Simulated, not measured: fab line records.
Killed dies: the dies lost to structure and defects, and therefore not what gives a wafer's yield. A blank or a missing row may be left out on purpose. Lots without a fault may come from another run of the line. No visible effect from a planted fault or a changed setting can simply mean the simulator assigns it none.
Split-lot study || flow n5_finfet || 21 wafers read from 7 lots, route of 1938 steps

## SPLIT DETAILS
At N5_BEOL_M14_SPUTTER_43 (material TaN, target thk 15 nm, time 24.19 s), the setting time_s was moved away from the recipe's 24.19 s on 7 of the 21 wafers read, by -13.9% to +9.7%. This setting was run at the recipe's value on the other wafers.

Reading taken at the split's own step.

## THE READING
TaN_of_BEOL_M14_SPUTTER_43.thk_nm (the simulator's own value, which no gauge read), in nm, at N5_BEOL_M14_SPUTTER_43 (material TaN, target thk 15 nm, time 24.19 s). The file does not state a usual value for it. Here, 14 wafers ran the recipe; their average is 15.0 nm with a standard deviation of 0.17 nm.

{"wafer": "L075.2", "tool, chamber at the split": "pvd_sputter-03, -", "time_s as run, s": 26.53, "against the recipe": "+9.7%", "TaN_of_BEOL_M14_SPUTTER_43.thk_nm, nm": 16.4, "against lot-mates on the recipe": "+1.2"}
{"wafer": "L075.3", "tool, chamber at the split": "pvd_sputter-03, -", "time_s as run, s": 24.19, "against the recipe": "recipe", "TaN_of_BEOL_M14_SPUTTER_43.thk_nm, nm": 15.2, "against lot-mates on the recipe": "-"}
{"wafer": "L075.4", "tool, chamber at the split": "pvd_sputter-03, -", "time_s as run, s": 26.53, "against the recipe": "+9.7%", "TaN_of_BEOL_M14_SPUTTER_43.thk_nm, nm": 16.8, "against lot-mates on the recipe": "+1.6"}
{"wafer": "L077.3", "tool, chamber at the split": "pvd_sputter-01, -", "time_s as run, s": 24.19, "against the recipe": "recipe", "TaN_of_BEOL_M14_SPUTTER_43.thk_nm, nm": 15, "against lot-mates on the recipe": "-"}
{"wafer": "L077.4", "tool, chamber at the split": "pvd_sputter-01, -", "time_s as run, s": 24.19, "against the recipe": "recipe", "TaN_of_BEOL_M14_SPUTTER_43.thk_nm, nm": 15, "against lot-mates on the recipe": "-"}
{"wafer": "L077.6", "tool, chamber at the split": "pvd_sputter-01, -", "time_s as run, s": 22.88, "against the recipe": "-5.4%", "TaN_of_BEOL_M14_SPUTTER_43.thk_nm, nm": 14.2, "against lot-mates on the recipe": -0.8}
{"wafer": "L080.3", "tool, chamber at the split": "pvd_sputter-03, -", "time_s as run, s": 20.82, "against the recipe": "-13.9%", "TaN_of_BEOL_M14_SPUTTER_43.thk_nm, nm": 12.8, "against lot-mates on the recipe": -2.1}
{"wafer": "L080.4", "tool, chamber at the split": "pvd_sputter-03, -", "time_s as run, s": 24.19, "against the recipe": "recipe", "TaN_of_BEOL_M14_SPUTTER_43.thk_nm, nm": 14.8, "against lot-mates on the recipe": "-"}
{"wafer": "L080.6", "tool, chamber at the split": "pvd_sputter-03, -", "time_s as run, s": 24.19, "against the recipe": "recipe", "TaN_of_BEOL_M14_SPUTTER_43.thk_nm, nm": 15, "against lot-mates on the recipe": "-"}
{"wafer": "L084.1", "tool, chamber at the split": "pvd_sputter-01, -", "time_s as run, s": 24.19, "against the recipe": "recipe", "TaN_of_BEOL_M14_SPUTTER_43.thk_nm, nm": 15, "against lot-mates on the recipe": "-"}
{"wafer": "L084.5", "tool, chamber at the split": "pvd_sputter-01, -", "time_s as run, s": 24.19, "against the recipe": "recipe", "TaN_of_BEOL_M14_SPUTTER_43.thk_nm, nm": 15, "against lot-mates on the recipe": "-"}
{"wafer": "L084.3", "tool, chamber at the split": "pvd_sputter-01, -", "time_s as run, s": 22.5, "against the recipe": "-7.0%", "TaN_of_BEOL_M14_SPUTTER_43.thk_nm, nm": 14, "against lot-mates on the recipe": -1.0}
{"wafer": "L092.1", "tool, chamber at the split": "pvd_sputter-01, -", "time_s as run, s": 21.05, "against the recipe": "-13.0%", "TaN_of_BEOL_M14_SPUTTER_43.thk_nm, nm": 13.2, "against lot-mates on the recipe": -2.0}
{"wafer": "L092.3", "tool, chamber at the split": "pvd_sputter-01, -", "time_s as run, s": 21.05, "against the recipe": "-13.0%", "TaN_of_BEOL_M14_SPUTTER_43.thk_nm, nm": 13.2, "against lot-mates on the recipe": -2.0}
{"wafer": "L092.6", "tool, chamber at the split": "pvd_sputter-01, -", "time_s as run, s": 24.19, "against the recipe": "recipe", "TaN_of_BEOL_M14_SPUTTER_43.thk_nm, nm": 15.2, "against lot-mates on the recipe": "-"}
{"wafer": "L095.1", "tool, chamber at the split": "pvd_sputter-02, -", "time_s as run, s": 24.19, "against the recipe": "recipe", "TaN_of_BEOL_M14_SPUTTER_43.thk_nm, nm": 14.8, "against lot-mates on the recipe": "-"}
{"wafer": "L095.3", "tool, chamber at the split": "pvd_sputter-02, -", "time_s as run, s": 24.19, "against the recipe": "recipe", "TaN_of_BEOL_M14_SPUTTER_43.thk_nm, nm": 14.8, "against lot-mates on the recipe": "-"}
{"wafer": "L095.6", "tool, chamber at the split": "pvd_sputter-02, -", "time_s as run, s": 24.19, "against the recipe": "recipe", "TaN_of_BEOL_M14_SPUTTER_43.thk_nm, nm": 14.6, "against lot-mates on the recipe": "-"}
{"wafer": "L096.2", "tool, chamber at the split": "pvd_sputter-02, -", "time_s as run, s": 24.19, "against the recipe": "recipe", "TaN_of_BEOL_M14_SPUTTER_43.thk_nm, nm": 14.8, "against lot-mates on the recipe": "-"}
{"wafer": "L096.3", "tool, chamber at the split": "pvd_sputter-02, -", "time_s as run, s": 24.19, "against the recipe": "recipe", "TaN_of_BEOL_M14_SPUTTER_43.thk_nm, nm": 15, "against lot-mates on the recipe": "-"}
{"wafer": "L096.4", "tool, chamber at the split": "pvd_sputter-02, -", "time_s as run, s": 24.19, "against the recipe": "recipe", "TaN_of_BEOL_M14_SPUTTER_43.thk_nm, nm": 15.2, "against lot-mates on the recipe": "-"}

THE FIT
A straight line over all 21 wafers: TaN_of_BEOL_M14_SPUTTER_43.thk_nm changes by +0.15 nm for each +1% of time_s; r = +0.98; the points scatter about the line by 0.18 nm.
The same after taking each lot's own level away (the mean of its wafers on the recipe; 21 wafers): +0.15 nm for each +1%; r = +0.99; scatter 0.11 nm.
According to that fit, moving time_s by its largest amount changes the reading by 2.1 nm.
Across the lots, their own levels run from 14.73 to 15.20 nm, a range of 2.7 times the standard deviation given above.
The two slopes are in agreement: the lot-to-lot level therefore moves the slope only a little.
Check: -2.09 nm against its lot-mates is what the line predicts for one of the wafers moved furthest among these (-13.9%) when that wafer is left out of the fit. It came out at -2.1 nm against them.

## THESE WAFERS: OTHER SPLITS
These wafers also went through other splits before the reading. Each is held against what the fit with the lots' levels taken away leaves over:
{"other split on the same wafers": "N5_BEOL_M10_HM_DEP_02 target_thk_a", "wafers away from the commonest value": 4, "r with TaN_of_BEOL_M14_SPUTTER_43.thk_nm (lot level and that fit taken away)": -0.07}
{"other split on the same wafers": "N5_BEOL_M10_DEP_56 time_s", "wafers away from the commonest value": 7, "r with TaN_of_BEOL_M14_SPUTTER_43.thk_nm (lot level and that fit taken away)": "+0.10"}
{"other split on the same wafers": "N5_BEOL_M11_DESCUM_16 time_s", "wafers away from the commonest value": 6, "r with TaN_of_BEOL_M14_SPUTTER_43.thk_nm (lot level and that fit taken away)": "+0.29"}
{"other split on the same wafers": "N5_BEOL_M11_COAT_64 spin_rpm", "wafers away from the commonest value": 8, "r with TaN_of_BEOL_M14_SPUTTER_43.thk_nm (lot level and that fit taken away)": -0.03}
{"other split on the same wafers": "N5_BEOL_M12_SPUTTER_43 power_w", "wafers away from the commonest value": 4, "r with TaN_of_BEOL_M14_SPUTTER_43.thk_nm (lot level and that fit taken away)": "+0.06"}
{"other split on the same wafers": "N5_BEOL_M12_DEP_53 time_s", "wafers away from the commonest value": 7, "r with TaN_of_BEOL_M14_SPUTTER_43.thk_nm (lot level and that fit taken away)": -0.25}
{"other split on the same wafers": "N5_BEOL_M13_CMP_49 down_force_psi", "wafers away from the commonest value": 8, "r with TaN_of_BEOL_M14_SPUTTER_43.thk_nm (lot level and that fit taken away)": "+0.22"}
{"other split on the same wafers": "N5_BEOL_M14_ILD_DEP_00 temp_c", "wafers away from the commonest value": 6, "r with TaN_of_BEOL_M14_SPUTTER_43.thk_nm (lot level and that fit taken away)": "+0.10"}
{"other split on the same wafers": "N5_BEOL_M14_TRENCH_ETCH_34 bias_w", "wafers away from the commonest value": 9, "r with TaN_of_BEOL_M14_SPUTTER_43.thk_nm (lot level and that fit taken away)": "+0.00"}

## FILE'S OWN FIT
TaN_of_BEOL_M14_SPUTTER_43.thk_nm changes by +0.15 nm for each +1% of time_s, r = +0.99.
